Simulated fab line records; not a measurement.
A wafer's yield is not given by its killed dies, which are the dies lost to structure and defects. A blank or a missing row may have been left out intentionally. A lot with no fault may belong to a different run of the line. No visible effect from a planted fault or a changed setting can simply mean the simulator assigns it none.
Chamber matching	flow n5Finfet	N5_FIN_CUT_STRIP_24 on rieDiel-02: 4 sister chambers
The step strips in CF4. 22 wafers are shown with their chamber, then 11 later ones without.

WAFERS WITH THEIR CHAMBER
wafer	chamber	showerheadPlenumPTorr (Torr)	drypumpMotorCurrentA (A)	throttleValvePct (%)
L075.2	2	1.90	5.7	13.46
L075.5	1	1.73	6.0	13.60
L075.6	0	1.83	5.3	13.59
L076.1	3	1.76	6.2	13.25
L076.4	1	1.73	6.0	13.59
L076.6	2	1.90	5.7	13.46
L077.1	2	1.90	5.6	13.47
L077.4	3	1.76	6.2	13.24
L077.5	3	1.76	6.2	13.27
L078.1	2	1.90	5.7	13.48
L078.2	0	1.82	5.3	13.60
L078.3	1	1.73	6.0	13.58
L082.1	0	1.82	5.3	13.60
L082.4	1	1.73	6.0	13.61
L082.5	2	1.90	5.6	13.48
L083.1	3	1.76	6.2	13.29
L083.4	1	1.73	6.0	13.61
L083.5	3	1.76	6.2	13.27
L084.1	1	1.73	6.0	13.62
L084.2	0	1.82	5.2	13.65
L084.5	0	1.82	5.2	13.62
L087.1	2	1.90	5.7	13.52

SIGNATURES, as means of the wafers listed above
reading	chamber 0	chamber 1	chamber 2	chamber 3	scatter within a chamber
showerheadPlenumPTorr	1.8220	1.7300	1.9000	1.7600	0.00211
drypumpMotorCurrentA	5.260	6.000	5.667	6.200	0.0375
throttleValvePct	13.6120	13.6017	13.4783	13.2640	0.0202
Rule: distance of a wafer from a chamber = root of the sum over the readings of ((wafer's reading minus chamber's mean) / reading's scatter) squared. If the next closest chamber is less than 2 further off than the closest, the wafer can't be placed; otherwise it belongs to the closest. The scatter: the root of (the sum of the squares of (reading less its chamber's mean) over the shown wafers, divided by (wafers less chambers)).

WAFERS WITHOUT THEIR CHAMBER
wafer	showerheadPlenumPTorr (Torr)	drypumpMotorCurrentA (A)	throttleValvePct (%)
L087.4	1.82	5.2	13.66
L087.6	1.90	5.7	13.51
L088.1	1.90	5.7	13.53
L088.4	1.76	6.2	13.30
L088.5	1.82	5.2	13.65
L091.1	1.82	5.2	13.67
L091.3	1.89	5.7	13.55
L091.6	1.72	6.0	13.64
L097.1	1.81	5.2	13.67
L097.2	1.72	6.0	13.68
L097.3	1.75	6.2	13.33

WHICH CHAMBER EACH WENT THROUGH
wafer	from the rows above	in truth
L087.4	0	0
L087.6	2	2
L088.1	2	2
L088.4	3	3
L088.5	0	0
L091.1	0	0
L091.3	2	2
L091.6	1	1
L097.1	0	0
L097.2	1	1
L097.3	3	3
11 of 11 placed correctly. From these rows, 0 cannot be placed. Wrongly placed: 0.
